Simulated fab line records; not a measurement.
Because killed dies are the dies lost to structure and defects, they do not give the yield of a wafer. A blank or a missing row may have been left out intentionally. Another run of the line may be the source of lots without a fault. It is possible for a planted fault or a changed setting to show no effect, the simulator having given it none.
Comparing a struck lot with a sound one / flow n5-finfet / 38 steps out of a route of 1938
Sound: the wafers L472.2, L472.3, L472.5. Struck: wafer L464.4 (left out: L464.1, L464.5 of the same lot, which were not struck); the cause appears at the end.
Per side, at each step with rows, come the tool, then ch with its chambers, and then its first start. Under that, the readings that differ: sound wafers / struck wafers / difference of the means / sigmas: that difference in standard deviations of wafers without a fault.
alike: readings with means less than 2 such deviations apart, plus words and numbers identical on both sides. not compared: withheld readings, readings lacking a value on some wafer, bounds such as >300 that could conceal the same value, and numbers that have no deviation in the record and whose values overlap.
The two part at a step that has a row with sigmas, a row that says differs or no value, or rows on one side only. When numbers do not overlap yet have no deviation, they are printed without sigmas and do not part them. A reading that every wafer of one side lacks parts them only if that side has two wafers or more.

first, 9 steps without rows for these wafers: N5_BEOL_M0_ANNEAL_135 (time 60 s); N5_BEOL_M0_SPUTTER_141 (material Cu, target thk 4 nm, time 7.37 s); N5_BEOL_M0_ECD_118 (material Cu, target thk 300 nm); N5_BEOL_M0_ANNEAL_119 (time 90 s); N5_BEOL_M0_CMP_120 (polishes, stops on SiOC, t overpolish 6.9 s); N5_BEOL_M0_PRE_CLEAN_131 (time 15 s); N5_BEOL_M0_CO_CAP_123 (material Co, precursor CCTBA/H2, target thk 2 nm, time 102.1 s); N5_BEOL_M0_PRE_CLEAN_124 (time 15 s); N5_BEOL_M0_DEP_125 (deposits SiCN from 3MS/NH3, target thk 8 nm, time 14 s).
N5_BEOL_M1_ILD_DEP_00: deposits SiOC from DEMS/O2, target thk 79 nm, time 15.3 s.
  sound on pecvd-02 ch 0,1,2, day 10 20:17; struck on pecvd-03 ch 2, day 9 03:02
reading=model.SiOC_of_BEOL_M1_ILD_DEP_00.thk-nm (nm); sound=77.8 78.2 79.2; struck=124.6; difference=+46.2; sigmas=
  alike: chamber-pressure-Torr, heater-power-w, showerhead-plenum-p-Torr, throttle-valve-pct
N5_BEOL_M1_THK_MEAS_01:
  struck on film-metro-01, day 9 03:07; sound on film-metro-01, day 10 20:22
reading=M1_ILD_THK (nm); sound=77.8 78.3 79.4; struck=124.7; difference=+46.2; sigmas=+42
then, 24 steps without rows for these wafers: N5_BEOL_M1_PECVD_72 (deposits SiO2 from TEOS/O2, target thk 16 nm, time 18 s); N5_BEOL_M1_HM_DEP_02 (deposits TiN, target thk 20 nm); N5_BEOL_M1_COAT_61 (time 60 s, resist thk 60 nm); N5_BEOL_M1_COAT_62 (time 60 s, resist thk 12 nm); N5_BEOL_M1_COAT_73 (time 60 s, resist thk 5 nm); N5_BEOL_M1_COAT_05 (resist thk 30 nm); N5_BEOL_M1_EBR_07; N5_BEOL_M1_SOFTBAKE_06 (time 60 s); N5_BEOL_M1_EXPOSE_08 (exposes mask M1); N5_BEOL_M1_PEB_09 (peb time 60 s); N5_BEOL_M1_DEVELOP_10 (develop time 30 s); N5_BEOL_M1_DESCUM_16 (chemistry O2, time 7 s); N5_BEOL_M1_ETCH_74 (etches underlayer in N2/H2, target depth 6.5 nm, time 5.2 s); N5_BEOL_M1_ETCH_63 (etches SiARC in CF4, target depth 15.6 nm, time 26 s); N5_BEOL_M1_ETCH_64 (etches SOC in N2/H2, target depth 75 nm, overetch 15 nm, time 112.5 s); N5_BEOL_M1_STRIP_65 (strips in N2/H2); N5_BEOL_M1_STRIP_75 (strips in N2/H2); N5_BEOL_M1_STRIP_66 (strips in CF4); N5_BEOL_M1_HM_OPEN_17 (chemistry Cl2/BCl3, target TiN, target depth 20 nm, overetch 6 nm); N5_BEOL_M1_STRIP_19 (strips in O2); N5_BEOL_M1_COAT_67 (time 60 s, resist thk 60 nm); N5_BEOL_M1_COAT_68 (time 60 s, resist thk 12 nm); N5_BEOL_M1_COAT_76 (time 60 s, resist thk 5 nm); N5_BEOL_M1_COAT_22 (resist thk 30 nm).
N5_BEOL_M1_CMP_52: polishes, stops on SiOC, t overpolish 6.8 s, target thk 40 nm.
  sound on cmp-02 ch 0,1, day 11 08:18; struck on cmp-04 ch 0, day 9 16:37
reading=motor-current-A (A); sound=5.1 5.8 5.5; struck=6.4; difference=+0.9; sigmas=+3
reading=model.SiOC_of_BEOL_M1_ILD_DEP_00.thk-nm (nm); sound=76.8 77.2 78.4; struck=123.6; difference=+46.1; sigmas=
reading=model.Cu_of_BEOL_M1_ECD_50.thk-nm (nm); sound=36.2 37 38.6; struck=85; difference=+48; sigmas=
  alike: edge-zone-pressure-frac, retaining-ring-pressure-frac
N5_BEOL_M4_RC_MEAS_101:
  the record has rows for the sound wafers here (prober-02 ch 0, day 13 05:20) and none for the struck ones
-- here the record skips 6 days between the struck wafers' starts before and after, leaving off in module BEOL_M4 and picking up in module PASSIVATION (first step shown: number 1936 of the route) --
N5_PASSIVATION_PROBE_49:
  record: rows for the struck wafers here (prober-01, day 15 07:07), none for the sound ones

## WHERE THEY PART
Earliest at N5_BEOL_M1_THK_MEAS_01; latest, in this record, at N5_PASSIVATION_PROBE_49.

WHY: what the simulator had put in
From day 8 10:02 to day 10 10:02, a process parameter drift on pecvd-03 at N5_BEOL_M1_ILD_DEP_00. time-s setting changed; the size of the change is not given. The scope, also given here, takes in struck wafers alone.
